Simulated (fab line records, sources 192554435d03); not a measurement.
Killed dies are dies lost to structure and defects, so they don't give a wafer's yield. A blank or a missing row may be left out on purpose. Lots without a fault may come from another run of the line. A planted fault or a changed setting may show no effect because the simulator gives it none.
fab line records | flow n5_finfet
record lots=24 wafers=72 last_day=18
route steps=1938 shown BEOL_M6@1197 BEOL_M7@1265
lots that met no fault: from a run of the same line without faults
start_h: hours from the record's first day to the start of the lot's first wafer shown | wait_h: hours since the lot's step before | " the same as in the row above | L1.1+2: a row that stands for several wafers | - no value, or no start given | * or withheld: withheld | < > ~ a bound
route shown NAME@n: a module of which the file shows steps, and the number in the route of the first | usual: mean/standard deviation of fault-free wafers | same: alike in all rows | chamber/n: place in a boat | sites: the reading at each site | _std_site: their standard deviation | _edge_site: outer sites' mean less inner sites' | radius_mm: how far each site lies from the wafer's centre | mask NAME#n: copy n | behind: the tool/chamber that last shaped the wafer | hold: why the lot was held/for how many hours/how that ended | device: the transistor (n, p or np) that didn't switch | end of line: the same wafers' tests at the end of the route | a step without rows: its recipe alone | killed: dies lost to structure and defects at the first sort, not the wafer's yield | map: a wafer's dies, x killed, . not, _ none there
set.NAME: the setting as run; set.NAME@STEP: as run at that earlier step | model.NAME: the simulator's own value behind a step, which no gauge read
steps of the route over a sample of lots; a table a step, a row a wafer
services: from which hour (start_h, from the record's first day; less than 0 if before it) a tool's chamber was out of use, for how many hours, and why
## steps
# step N5_BEOL_M6_PECVD_70
# recipe material=SiO2 target_thk_a=200 temp_c=400 precursor=TEOS/O2 pressure_torr=5.5 rf_w=450 teos_flow_sccm=53.8 gas=O2 flow_sccm=3000 time_s=22.7
# usual heater_power_w=684/71 showerhead_plenum_p_Torr=8.77/0.066 throttle_valve_pct=22.2/1.3
# columns lot.wafer tool chamber start_h wait_h heater_power_w showerhead_plenum_p_Torr throttle_valve_pct
L075.2 pecvd-02 2 201.12 0.0 619 8.75 19.3
L075.3 " 0 " " 674 8.72 21.9
L075.5 " 2 " " 626 8.78 19.7
L074.3 pecvd-01 1 206.73 0.1 629 8.65 24.0
L074.4 " 0 " " 776 8.74 21.2
L074.5 " 1 " " 619 8.66 24.0
L076.1 pecvd-02 2 208.89 0.0 564 8.77 20.0
L076.2 " 0 " " 661 8.73 21.9
L076.4 " 0 " " 675 8.74 22.0
L077.4 pecvd-02 1 212.87 0.1 646 8.84 23.6
L077.5 " 0 " " 638 8.73 21.7
L077.6 " 2 " " 635 8.79 19.9
L078.2 pecvd-02 1 220.25 0.0 732 8.84 23.4
L078.3 " 2 " " 618 8.77 19.9
L078.6 " 0 " " 664 8.74 22.0
L079.2 pecvd-01 1 220.95 0.0 670 8.65 24.2
L079.3 " 0 " " 718 8.75 21.6
L079.4 " 1 " " 687 8.66 24.1
L080.2 pecvd-01 1 221.33 0.0 668 8.66 24.1
L080.4 " 0 " " 748 8.77 21.4
L080.5 " 1 " " 686 8.66 24.3
L082.1 pecvd-03 2 227.20 0.0 812 8.76 21.2
L082.2 " 1 " " 623 8.86 22.9
L082.6 " 1 " " 628 8.89 22.8
L081.2 pecvd-02 2 231.09 0.0 635 8.77 19.6
L081.5 " 2 " " 641 8.77 19.8
L081.6 " 1 " " 577 8.86 23.4
L083.4 pecvd-01 1 244.39 0.1 724 8.67 24.0
L083.5 " 2 " " 781 8.71 21.4
L083.6 " 0 " " 686 8.74 21.5
L085.1 pecvd-02 0 264.11 0.0 673 8.73 22.0
L085.4 " 1 " " 640 8.84 23.4
L085.5 " 0 " " 687 8.74 22.2
L084.2 pecvd-03 2 265.47 0.0 779 8.76 21.6
L084.4 " 1 " " 728 8.87 22.9
L084.6 " 2 " " 784 8.78 21.6
L086.1 pecvd-01 1 265.66 0.0 708 8.64 24.0
L086.4 " 0 " " 740 8.76 21.4
L086.6 " 1 " " 710 8.65 24.1
L087.1 pecvd-03 0 273.75 0.0 629 8.84 22.9
L087.2 " 2 " " 797 8.75 21.5
L087.3 " 1 " " 714 8.87 22.9
L089.4 pecvd-02 2 275.92 0.1 610 8.77 19.9
L089.5 " 1 " " 618 8.83 23.5
L089.6 " 0 " " 666 8.76 22.1
L088.1 pecvd-01 1 276.39 0.0 694 8.67 24.0
L088.3 " 2 " " 776 8.71 21.4
L088.4 " 0 " " 732 8.76 21.6
L091.1 pecvd-03 0 283.97 0.0 658 8.82 22.8
L091.3 " 2 " " 734 8.79 21.3
L091.6 " 0 " " 673 8.80 22.8
L090.1 pecvd-03 1 290.08 0.0 661 8.88 22.7
L090.2 " 0 " " 614 8.83 23.0
L090.3 " 2 " " 734 8.78 21.3
L092.1 pecvd-01 2 292.57 0.0 858 8.70 21.1
L092.4 " 1 " " 615 8.66 24.1
L092.5 " 0 " " 776 8.76 21.1
L093.1 pecvd-02 1 296.53 0.0 700 8.82 23.1
L093.4 " 1 " " 694 8.85 23.4
L093.6 " 0 " " 706 8.75 22.2
L094.2 pecvd-01 1 320.80 0.0 649 8.66 24.1
L094.3 " 1 " " 661 8.66 24.3
L094.6 " 2 " " 797 8.70 21.5
L095.2 pecvd-03 2 326.46 0.0 673 8.78 21.9
L095.4 " 1 " " 651 8.89 22.8
L095.5 " 2 " " 686 8.78 21.6
L097.2 pecvd-02 0 332.77 0.0 637 8.75 22.0
L097.3 " 1 " " 609 8.85 23.2
L097.5 " 0 " " 630 8.74 22.0
L096.3 pecvd-03 1 334.64 0.0 657 8.86 22.8
L096.4 " 1 " " 685 8.87 22.7
L096.6 " 0 " " 623 8.84 23.3
# step N5_BEOL_M6_CD_MEAS_18
# recipe pitch_nm=80 target_cd_nm=40
# usual cd_nm=40.1/0.58
# columns lot.wafer tool chamber start_h wait_h cd_nm
L075.2 cd_sem-01 - 202.63 0.1 40.4
L075.3 " - " " 39.6
L075.5 " - " " 40.0
L074.3 cd_sem-03 - 208.02 0.1 39.8
L074.4 " - " " 39.8
L074.5 " - " " 40.0
L076.1 cd_sem-01 - 210.77 0.0 40.0
L076.2 " - " " 40.0
L076.4 " - " " 39.4
L077.4 cd_sem-01 - 214.46 0.1 39.9
L077.5 " - " " 39.8
L077.6 " - " " 40.1
L078.2 cd_sem-03 - 223.60 0.1 40.0
L078.3 " - " " 40.3
L078.6 " - " " 40.6
L079.2 cd_sem-03 - 223.94 0.1 40.0
L079.3 " - " " 39.9
L079.4 " - " " 39.3
L080.2 cd_sem-03 - 224.17 0.1 40.6
L080.4 " - " " 39.6
L080.5 " - " " 40.5
L082.1 cd_sem-02 - 230.42 0.0 41.0
L082.2 " - " " 39.8
L082.6 " - " " 40.1
L081.2 cd_sem-02 - 233.59 0.1 38.9
L081.5 " - " " 39.3
L081.6 " - " " 39.9
L083.4 cd_sem-02 - 246.36 0.1 40.2
L083.5 " - " " 40.3
L083.6 " - " " 40.3
L085.1 cd_sem-01 - 265.34 0.0 39.7
L085.4 " - " " 39.0
L085.5 " - " " 40.0
L084.2 cd_sem-03 - 267.57 0.1 39.6
L084.4 " - " " 41.5
L084.6 " - " " 40.1
L086.1 cd_sem-01 - 267.86 0.0 40.5
L086.4 " - " " 40.8
L086.6 " - " " 39.8
L087.1 cd_sem-03 - 275.17 0.0 40.9
L087.2 " - " " 40.3
L087.3 " - " " 40.7
L089.4 cd_sem-03 - 278.44 0.1 40.4
L089.5 " - " " 40.4
L089.6 " - " " 40.3
L088.1 cd_sem-01 - 278.52 0.0 41.9
L088.3 " - " " 41.1
L088.4 " - " " 40.8
L091.1 cd_sem-03 - 286.15 0.0 40.4
L091.3 " - " " 40.2
L091.6 " - " " 40.8
L090.1 cd_sem-01 - 293.75 0.0 41.3
L090.2 " - " " 40.5
L090.3 " - " " 40.8
L092.1 cd_sem-02 - 294.20 0.1 40.2
L092.4 " - " " 40.6
L092.5 " - " " 41.0
L093.1 cd_sem-03 - 299.32 0.0 40.3
L093.4 " - " " 39.7
L093.6 " - " " 39.3
L094.2 cd_sem-01 - 325.54 0.1 39.4
L094.3 " - " " 40.0
L094.6 " - " " 39.2
L095.2 cd_sem-03 - 328.40 0.1 39.6
L095.4 " - " " 39.9
L095.5 " - " " 40.6
L097.2 cd_sem-03 - 334.75 0.1 40.3
L097.3 " - " " 40.6
L097.5 " - " " 40.2
L096.3 cd_sem-02 - 337.16 0.1 40.2
L096.4 " - " " 40.2
L096.6 " - " " 40.2
# step N5_BEOL_M6_SURFACE_TREAT_79
# recipe gas=Ar time_s=* ion_energy_ev=* ion_current_ma_cm2=0.5 pressure_mtorr=* ar_flow_sccm=30
# usual throttle_valve_pct=*
# columns lot.wafer tool chamber start_h wait_h throttle_valve_pct
L075.2 pvd_sputter-03 - 206.43 0.2 *
L075.3 " - " " *
L075.5 " - " " *
L074.3 pvd_sputter-01 - 210.67 0.2 *
L074.4 " - " " *
L074.5 " - " " *
L076.1 pvd_sputter-03 - 213.66 0.2 *
L076.2 " - " " *
L076.4 " - " " *
L077.4 pvd_sputter-03 - 220.27 0.3 *
L077.5 " - " " *
L077.6 " - " " *
L079.2 pvd_sputter-01 - 227.58 0.2 *
L079.3 " - " " *
L079.4 " - " " *
L078.2 pvd_sputter-01 - 227.72 0.2 *
L078.3 " - " " *
L078.6 " - " " *
L080.2 pvd_sputter-03 - 228.93 1.3 *
L080.4 " - " " *
L080.5 " - " " *
L082.1 pvd_sputter-01 - 233.26 0.2 *
L082.2 " - " " *
L082.6 " - " " *
L081.2 pvd_sputter-02 - 236.83 0.2 *
L081.5 " - " " *
L081.6 " - " " *
L083.4 pvd_sputter-02 - 250.17 0.2 *
L083.5 " - " " *
L083.6 " - " " *
L085.1 pvd_sputter-01 - 269.27 1.5 *
L085.4 " - " " *
L085.5 " - " " *
L086.1 pvd_sputter-01 - 274.34 0.2 *
L086.4 " - " " *
L086.6 " - " " *
L084.2 pvd_sputter-02 - 274.64 0.2 *
L084.4 " - " " *
L084.6 " - " " *
L087.1 pvd_sputter-02 - 283.96 0.5 *
L087.2 " - " " *
L087.3 " - " " *
L089.4 pvd_sputter-03 - 284.66 0.8 *
L089.5 " - " " *
L089.6 " - " " *
L088.1 pvd_sputter-01 - 285.35 0.2 *
L088.3 " - " " *
L088.4 " - " " *
L091.1 pvd_sputter-02 - 289.95 0.2 *
L091.3 " - " " *
L091.6 " - " " *
L092.1 pvd_sputter-03 - 298.50 0.2 *
L092.4 " - " " *
L092.5 " - " " *
L090.1 pvd_sputter-03 - 298.54 0.2 *
L090.2 " - " " *
L090.3 " - " " *
L093.1 pvd_sputter-02 - 305.14 1.1 *
L093.4 " - " " *
L093.6 " - " " *
L094.2 pvd_sputter-03 - 327.87 0.2 *
L094.3 " - " " *
L094.6 " - " " *
L095.2 pvd_sputter-03 - 333.17 0.2 *
L095.4 " - " " *
L095.5 " - " " *
L097.2 pvd_sputter-01 - 337.71 0.6 *
L097.3 " - " " *
L097.5 " - " " *
L096.3 pvd_sputter-03 - 339.18 0.2 *
L096.4 " - " " *
L096.6 " - " " *
# step N5_BEOL_M6_ANNEAL_51
# recipe temp_c=225 time_s=90 ambient=N2
# usual wafer_temp_C_max=226.3/0.71
# columns lot.wafer tool chamber start_h wait_h wafer_temp_C_max
L075.2 rtp_anneal-02 0 207.03 0.1 225.4
L075.3 " 0 " " 225.8
L075.5 " 0 " " 225.8
L074.3 rtp_anneal-01 0 213.11 0.3 227.0
L074.4 " 0 " " 227.9
L074.5 " 0 " " 226.8
L076.1 rtp_anneal-01 0 214.45 0.5 226.8
L076.2 " 0 " " 227.0
L076.4 " 0 " " 226.8
L077.4 rtp_anneal-02 0 221.27 0.4 226.3
L077.5 " 0 " " 226.0
L077.6 " 0 " " 226.2
L079.2 rtp_anneal-02 0 229.37 0.3 225.4
L079.3 " 0 " " 226.2
L079.4 " 0 " " 225.6
L078.2 rtp_anneal-01 0 229.49 0.3 226.7
L078.3 " 0 " " 226.6
L078.6 " 0 " " 226.5
L080.2 rtp_anneal-02 0 229.64 0.4 225.8
L080.4 " 0 " " 226.3
L080.5 " 0 " " 225.7
L082.1 rtp_anneal-01 0 234.72 1.1 227.2
L082.2 " 0 " " 226.8
L082.6 " 0 " " 228.4
L081.2 rtp_anneal-01 0 237.63 0.2 226.9
L081.5 " 0 " " 228.2
L081.6 " 0 " " 227.3
L083.4 rtp_anneal-01 0 250.89 0.3 227.0
L083.5 " 0 " " 226.5
L083.6 " 0 " " 226.8
L085.1 rtp_anneal-02 0 270.27 0.1 225.6
L085.4 " 0 " " 225.6
L085.5 " 0 " " 225.9
L086.1 rtp_anneal-02 0 275.04 0.3 225.9
L086.4 " 0 " " 226.0
L086.6 " 0 " " 225.5
L084.2 rtp_anneal-01 0 275.54 0.6 227.5
L084.4 " 0 " " 226.4
L084.6 " 0 " " 226.6
L087.1 rtp_anneal-02 0 285.13 0.3 225.7
L087.2 " 0 " " 225.5
L087.3 " 0 " " 225.9
L089.4 rtp_anneal-01 0 285.36 0.2 226.7
L089.5 " 0 " " 226.7
L089.6 " 0 " " 226.5
L088.1 rtp_anneal-02 0 286.52 0.6 225.8
L088.3 " 0 " " 226.1
L088.4 " 0 " " 226.1
L091.1 rtp_anneal-02 0 292.63 0.1 225.7
L091.3 " 0 " " 225.6
L091.6 " 0 " " 225.6
L092.1 rtp_anneal-02 0 299.28 0.2 225.6
L092.4 " 0 " " 225.9
L092.5 " 0 " " 225.8
L090.1 rtp_anneal-01 0 299.37 0.3 227.1
L090.2 " 0 " " 227.0
L090.3 " 0 " " 226.8
L093.1 rtp_anneal-02 0 305.90 0.2 225.9
L093.4 " 0 " " 225.9
L093.6 " 0 " " 225.5
L094.2 rtp_anneal-02 0 328.70 0.4 226.1
L094.3 " 0 " " 226.1
L094.6 " 0 " " 225.9
L095.2 rtp_anneal-02 0 334.18 0.5 225.6
L095.4 " 0 " " 225.7
L095.5 " 0 " " 225.8
L097.2 rtp_anneal-01 0 339.09 1.0 226.8
L097.3 " 0 " " 228.6
L097.5 " 0 " " 227.4
L096.3 rtp_anneal-02 0 340.65 0.3 225.4
L096.4 " 0 " " 225.8
L096.6 " 0 " " 225.6
# step N5_BEOL_M6_CMP_52
# recipe stop_on=SiCOH_lowk t_overpolish_s=6.9 down_force_psi=1 platen_rpm=50 clearing_platen_down_force_psi=1.5 clearing_platen_rpm=50 post_cmp_clean=cu_alkaline target_thk_nm=80 clearing_platen_pad_velocity_m_s=0.99484 pad_velocity_m_s=0.99484
# usual barrier_field_endpoint_s=29.3/0.74 motor_current_A=5.6/0.55 overpolish_run_s=6.900/0.0098 time_to_endpoint_s=63/3.4
# same t_overpolish_s=6.9
# columns lot.wafer tool chamber start_h wait_h barrier_field_endpoint_s motor_current_A overpolish_run_s time_to_endpoint_s
L075.2 cmp-01 3 207.32 0.2 29.1 6.0 6.908 61
L075.3 " 1 " " 29.3 6.0 6.900 63
L075.5 " 2 " " 29.6 6.5 6.893 65
L074.3 cmp-01 3 213.39 0.2 28.6 6.0 6.908 59
L074.4 " 0 " " 28.8 5.7 6.887 63
L074.5 " 1 " " 29.1 6.2 6.917 65
L076.1 cmp-02 2 214.79 0.3 29.0 4.5 6.891 67
L076.4 " 3 " " 29.9 5.4 6.894 69
L076.2 " 0 " " 29.0 5.9 6.908 63
L077.4 cmp-03 3 221.55 0.2 30.3 6.2 6.895 64
L077.6 " 0 " " 29.7 5.6 6.912 61
L077.5 " 1 " " 30.4 5.5 6.904 64
L079.3 cmp-01 2 229.62 0.2 29.6 6.4 6.896 64
L079.4 " 3 " " 28.6 5.8 6.893 60
L079.2 " 1 " " 28.3 6.0 6.890 61
L078.2 cmp-03 2 229.76 0.2 28.4 5.7 6.915 59
L078.3 " 3 " " 28.4 6.3 6.894 64
L078.6 " 3 " " 28.3 6.7 6.890 63
L080.4 cmp-02 3 229.93 0.2 31.0 5.4 6.902 68
L080.2 " 1 " " 29.2 5.2 6.896 62
L080.5 " 3 " " 30.4 5.6 6.890 67
L082.2 cmp-02 0 235.09 0.3 28.7 5.8 6.881 63
L082.1 " 1 " " 29.2 5.7 6.897 64
L082.6 " 3 " " 29.9 5.5 6.890 69
L081.2 cmp-01 3 237.99 0.3 28.8 5.6 6.918 60
L081.5 " 0 " " 29.1 5.5 6.882 63
L081.6 " 1 " " 29.4 6.1 6.901 62
L083.4 cmp-02 0 251.05 0.1 29.1 6.1 6.895 62
L083.5 " 0 " " 29.0 6.1 6.904 67
L083.6 " 1 " " 29.0 5.3 6.898 63
L085.4 cmp-01 2 270.56 0.1 29.4 6.7 6.909 62
L085.1 " 1 " " 28.8 5.7 6.905 63
L085.5 " 3 " " 29.0 5.5 6.907 57
L086.1 cmp-02 1 275.52 0.4 28.9 5.4 6.921 63
L086.4 " 2 " " 29.8 5.0 6.899 62
L086.6 " 0 " " 29.5 6.3 6.920 66
L084.4 cmp-02 2 275.97 0.3 30.0 4.5 6.899 64
L084.2 " 0 " " 29.0 6.1 6.899 63
L084.6 " 1 " " 29.7 5.5 6.876 63
L087.1 cmp-02 2 285.43 0.3 29.9 4.8 6.883 66
L087.2 " 3 " " 31.0 5.6 6.920 73
L087.3 " 0 " " 28.7 6.2 6.905 63
L089.4 cmp-01 2 285.61 0.2 30.0 6.5 6.889 65
L089.5 " 0 " " 30.2 5.8 6.890 64
L089.6 " 1 " " 30.1 6.1 6.917 65
L088.1 cmp-02 2 286.86 0.3 28.6 4.8 6.903 62
L088.4 " 3 " " 31.1 5.7 6.898 68
L088.3 " 0 " " 29.0 6.0 6.908 61
L091.1 cmp-03 1 292.92 0.3 29.3 5.3 6.916 66
L091.3 " 3 " " 29.3 6.1 6.882 62
L091.6 " 2 " " 28.9 5.3 6.905 59
L092.1 cmp-03 3 299.63 0.3 28.8 6.3 6.901 62
L092.4 " 1 " " 29.7 5.1 6.874 63
L092.5 " 3 " " 29.8 6.7 6.894 58
L090.3 cmp-02 1 299.68 0.2 28.2 5.2 6.904 62
L090.2 " 2 " " 28.6 4.8 6.909 64
L090.1 " 0 " " 29.0 6.3 6.897 67
L093.1 cmp-03 0 306.25 0.3 28.6 5.6 6.902 57
L093.4 " 2 " " 29.3 5.3 6.890 56
L093.6 " 3 " " 30.9 6.2 6.900 63
L094.2 cmp-02 2 329.02 0.3 28.5 4.7 6.915 65
L094.3 " 3 " " 29.9 5.6 6.895 65
L094.6 " 1 " " 29.9 5.4 6.898 61
L095.4 cmp-03 3 334.51 0.2 28.1 6.4 6.902 58
L095.2 " 0 " " 27.7 5.8 6.907 60
L095.5 " 2 " " 27.7 5.6 6.902 53
L097.3 cmp-02 0 339.34 0.2 28.6 6.0 6.896 62
L097.2 " 2 " " 29.0 4.6 6.901 66
L097.5 " 1 " " 30.3 5.2 6.904 67
L096.4 cmp-02 3 341.04 0.3 30.7 5.5 6.905 70
L096.3 " 0 " " 29.3 5.8 6.896 66
L096.6 " 3 " " 30.1 5.8 6.891 72
# step N5_BEOL_M7_THK_MEAS_01
# recipe reads=SiCOH_lowk_of_BEOL_M7_ILD_DEP_00
# usual M7_ILD_THK=154.5/2.3
# columns lot.wafer tool chamber start_h wait_h M7_ILD_THK[nm]
L075.2 film_metro-02 - 208.35 0.4 151.1
L075.3 " - " " 151.8
L075.5 " - " " 157.5
L074.3 film_metro-01 - 214.41 0.3 154.0
L074.4 " - " " 158.7
L074.5 " - " " 155.9
L076.1 film_metro-02 - 215.86 0.4 151.5
L076.2 " - " " 151.8
L076.4 " - " " 152.2
L077.4 film_metro-02 - 222.50 0.2 158.1
L077.5 " - " " 154.2
L077.6 " - " " 155.4
L079.2 film_metro-02 - 230.72 0.4 152.5
L079.3 " - " " 152.3
L079.4 " - " " 158.8
L078.2 film_metro-01 - 231.02 0.4 156.7
L078.3 " - " " 153.5
L078.6 " - " " 157.0
L080.2 film_metro-01 - 231.20 0.4 154.3
L080.4 " - " " 158.0
L080.5 " - " " 159.4
L082.1 film_metro-02 - 236.08 0.4 149.7
L082.2 " - " " 153.6
L082.6 " - " " 154.1
L081.2 film_metro-01 - 238.94 0.4 154.5
L081.5 " - " " 157.1
L081.6 " - " " 156.6
L083.4 film_metro-01 - 252.60 0.4 156.2
L083.5 " - " " 158.2
L083.6 " - " " 156.7
L085.1 film_metro-02 - 271.63 0.4 154.3
L085.4 " - " " 158.2
L085.5 " - " " 156.4
L086.1 film_metro-01 - 276.59 0.4 151.4
L086.4 " - " " 154.7
L086.6 " - " " 154.5
L084.2 film_metro-02 - 277.00 0.4 154.4
L084.4 " - " " 156.0
L084.6 " - " " 154.7
L087.1 film_metro-02 - 286.52 0.4 155.2
L087.2 " - " " 152.0
L087.3 " - " " 153.9
L089.4 film_metro-02 - 286.60 0.2 153.9
L089.5 " - " " 155.6
L089.6 " - " " 155.5
L088.1 film_metro-02 - 287.90 0.4 151.3
L088.3 " - " " 153.8
L088.4 " - " " 158.7
L091.1 film_metro-02 - 293.99 0.4 151.2
L091.3 " - " " 152.3
L091.6 " - " " 156.7
L092.1 film_metro-02 - 300.66 0.4 149.9
L092.4 " - " " 154.3
L092.5 " - " " 151.0
L090.1 film_metro-02 - 300.75 0.4 155.4
L090.2 " - " " 154.5
L090.3 " - " " 154.6
L093.1 film_metro-01 - 307.28 0.4 154.2
L093.4 " - " " 156.6
L093.6 " - " " 155.7
L094.2 film_metro-01 - 330.01 0.4 152.4
L094.3 " - " " 150.6
L094.6 " - " " 156.8
L095.2 film_metro-02 - 335.50 0.4 153.9
L095.4 " - " " 158.6
L095.5 " - " " 155.8
L097.2 film_metro-02 - 340.41 0.4 153.7
L097.3 " - " " 152.7
L097.5 " - " " 154.7
L096.3 film_metro-01 - 342.11 0.3 151.8
L096.4 " - " " 158.1
L096.6 " - " " 154.2
## services
# columns tool chamber start_h hours kind
pecvd-03 1 184.01 5.0 scheduled_down
pecvd-01 - 200.16 2.8 pm
cmp-03 - 200.43 2.5 repair
cmp-02 - 201.77 6.7 pm
cmp-02 - 209.12 0.2 repair
cmp-01 - 220.21 6.4 pm
pecvd-02 0 226.37 5.5 scheduled_down
cmp-01 - 231.02 3.8 repair
cmp-03 - 233.02 4.0 pm
pecvd-02 0 233.12 2.1 scheduled_down
cmp-03 - 237.02 - consumable_replace:conditioner
cmp-01 - 242.13 4.0 pm
cmp-01 - 257.31 0.7 repair
pecvd-01 - 258.95 5.1 repair
cmp-01 - 290.15 2.1 repair
cmp-01 - 302.33 2.1 repair
cmp-02 - 313.84 4.0 pm
pecvd-02 - 316.12 14.6 pm
cmp-02 - 317.84 - consumable_replace:conditioner
cmp-02 - 317.84 - consumable_replace:pad
pecvd-01 0 320.34 2.1 scheduled_down
cmp-01 - 326.75 4.6 pm
cmp-03 - 338.55 9.7 repair
pecvd-02 - 340.21 4.0 repair
## key
fault none
